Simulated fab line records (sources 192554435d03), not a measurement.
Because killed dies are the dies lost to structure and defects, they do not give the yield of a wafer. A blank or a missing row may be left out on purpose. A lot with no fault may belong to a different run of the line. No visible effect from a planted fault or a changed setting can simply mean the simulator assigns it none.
Matching of chambers || flow n5-finfet || rie-diel-01 running N5_MOL_CONTACT_COAG_ETCH_59: 4 sister chambers
The step etches underlayer in N2/H2, target depth 13 nm, time 10.4 s. 4 wafers are shown with their chamber, then 9 later ones without.

== EACH WAFER AND ITS CHAMBER ==
{"wafer": "L088.1", "chamber": 2, "throttle-valve-pct (%)": 18.3}
{"wafer": "L089.2", "chamber": 0, "throttle-valve-pct (%)": 18.0}
{"wafer": "L089.3", "chamber": 1, "throttle-valve-pct (%)": 17.8}
{"wafer": "L089.6", "chamber": 3, "throttle-valve-pct (%)": 17.2}

== WAFERS WHOSE CHAMBER IS MISSING ==
{"wafer": "L092.1", "throttle-valve-pct (%)": 17.2}
{"wafer": "L092.2", "throttle-valve-pct (%)": 17.8}
{"wafer": "L092.6", "throttle-valve-pct (%)": 17.8}
{"wafer": "L094.1", "throttle-valve-pct (%)": 18.1}
{"wafer": "L094.2", "throttle-valve-pct (%)": 18.3}
{"wafer": "L094.5", "throttle-valve-pct (%)": 17.8}
{"wafer": "L095.2", "throttle-valve-pct (%)": 18.3}
{"wafer": "L095.5", "throttle-valve-pct (%)": 18.4}
{"wafer": "L095.6", "throttle-valve-pct (%)": 17.2}

== THE CHAMBER EACH PASSED THROUGH ==
{"wafer": "L092.1", "from the rows above": 3, "in truth": 3}
{"wafer": "L092.2", "from the rows above": 1, "in truth": 1}
{"wafer": "L092.6", "from the rows above": 1, "in truth": 1}
{"wafer": "L094.1", "from the rows above": 0, "in truth": 0}
{"wafer": "L094.2", "from the rows above": 2, "in truth": 2}
{"wafer": "L094.5", "from the rows above": 1, "in truth": 1}
{"wafer": "L095.2", "from the rows above": 2, "in truth": 2}
{"wafer": "L095.5", "from the rows above": 2, "in truth": 2}
{"wafer": "L095.6", "from the rows above": 3, "in truth": 3}
9 of 9 placed correctly. Not placeable from these rows: 0. Placed wrongly: 0.
How it was worked out, from the rows above alone: a wafer's distance from a chamber is the root of the sum, over the readings, of the square of ((its reading less the chamber's mean) divided by the reading's scatter). The wafer belongs to the nearest chamber; if the next one is less than 2 further off, it can't be placed. The mean given for a chamber averages the wafers shown for that chamber. The scatter: root of mean squared gap, hidden wafer to nearest shown wafer, with one shown wafer a chamber.
